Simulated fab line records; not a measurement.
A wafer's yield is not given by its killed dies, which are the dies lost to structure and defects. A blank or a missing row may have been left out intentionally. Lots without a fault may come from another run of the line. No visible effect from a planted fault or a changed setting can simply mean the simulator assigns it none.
Matching of chambers | flow nand_harc | rie_diel-06 running NHARC_A_STAIRCASE_DESCUM_168: 4 sister chambers
The step chemistry O2, time 3 s. 18 wafers are shown with their chamber, then 9 later ones without.

EACH WAFER AND ITS CHAMBER
wafer  | chamber | showerhead_plenum_p_Torr (Torr) | drypump_motor_current_A (A) | rf_vpp_V (V)
L074.2 | 2       | 2.02                            | 5.8                         | 57.5
L074.4 | 3       | 2.06                            | 5.5                         | 56.2
L074.5 | 1       | 1.79                            | 6.3                         | 58.1
L081.2 | 1       | 1.79                            | 6.4                         | 58.9
L081.3 | 3       | 2.05                            | 5.5                         | 56.5
L081.6 | 3       | 2.05                            | 5.5                         | 58.3
L079.1 | 1       | 1.79                            | 6.3                         | 57.1
L079.5 | 2       | 2.02                            | 5.8                         | 58.7
L079.6 | 1       | 1.79                            | 6.4                         | 57.9
L086.2 | 1       | 1.78                            | 6.4                         | 57.3
L086.4 | 3       | 2.05                            | 5.5                         | 58.0
L086.6 | 3       | 2.05                            | 5.5                         | 59.4
L085.3 | 3       | 2.05                            | 5.5                         | 58.1
L085.4 | 0       | 1.94                            | 5.6                         | 57.0
L085.5 | 2       | 2.01                            | 5.8                         | 59.2
L087.2 | 3       | 2.05                            | 5.5                         | 58.8
L087.5 | 3       | 2.05                            | 5.5                         | 58.7
L087.6 | 2       | 2.01                            | 5.8                         | 58.6

SIGNATURES (averages over the wafers above)
reading                  | chamber 0 | chamber 1 | chamber 2 | chamber 3 | scatter within a chamber
showerhead_plenum_p_Torr | 1.9400    | 1.7880    | 2.0150    | 2.0513    | 0.00437
drypump_motor_current_A  | 5.600     | 6.360     | 5.800     | 5.500     | 0.0293
rf_vpp_V                 | 57.000    | 57.860    | 58.500    | 58.000    | 0.935
Rule: a wafer's distance from a chamber is the root of the sum, over the readings, of the square of ((its reading less the chamber's mean) divided by the reading's scatter). The wafer belongs to the nearest chamber; if the next one is less than 2 further off, it can't be placed. How the scatter is found: for the shown wafers, subtract from each reading the mean of its chamber, square and add these, divide the total by (wafers less chambers), then take the root.

WAFERS MISSING THEIR CHAMBER
wafer  | showerhead_plenum_p_Torr (Torr) | drypump_motor_current_A (A) | rf_vpp_V (V)
L094.1 | 1.78                            | 6.4                         | 58.4
L094.5 | 1.93                            | 5.6                         | 58.0
L094.6 | 2.04                            | 5.5                         | 59.7
L095.1 | 1.93                            | 5.6                         | 57.9
L095.4 | 2.01                            | 5.8                         | 59.2
L095.5 | 1.78                            | 6.3                         | 57.4
L096.2 | 2.00                            | 5.8                         | 58.0
L096.4 | 2.04                            | 5.5                         | 58.7
L096.6 | 1.93                            | 5.6                         | 58.1

WHICH CHAMBER EACH WENT THROUGH
wafer  | from the rows above | in truth
L094.1 | 1                   | 1
L094.5 | 0                   | 0
L094.6 | 3                   | 3
L095.1 | 0                   | 0
L095.4 | 2                   | 2
L095.5 | 1                   | 1
L096.2 | 2                   | 2
L096.4 | 3                   | 3
L096.6 | 0                   | 0
Placed correctly: 9 of 9. Not placeable from these rows: 0. Wrongly placed: 0.
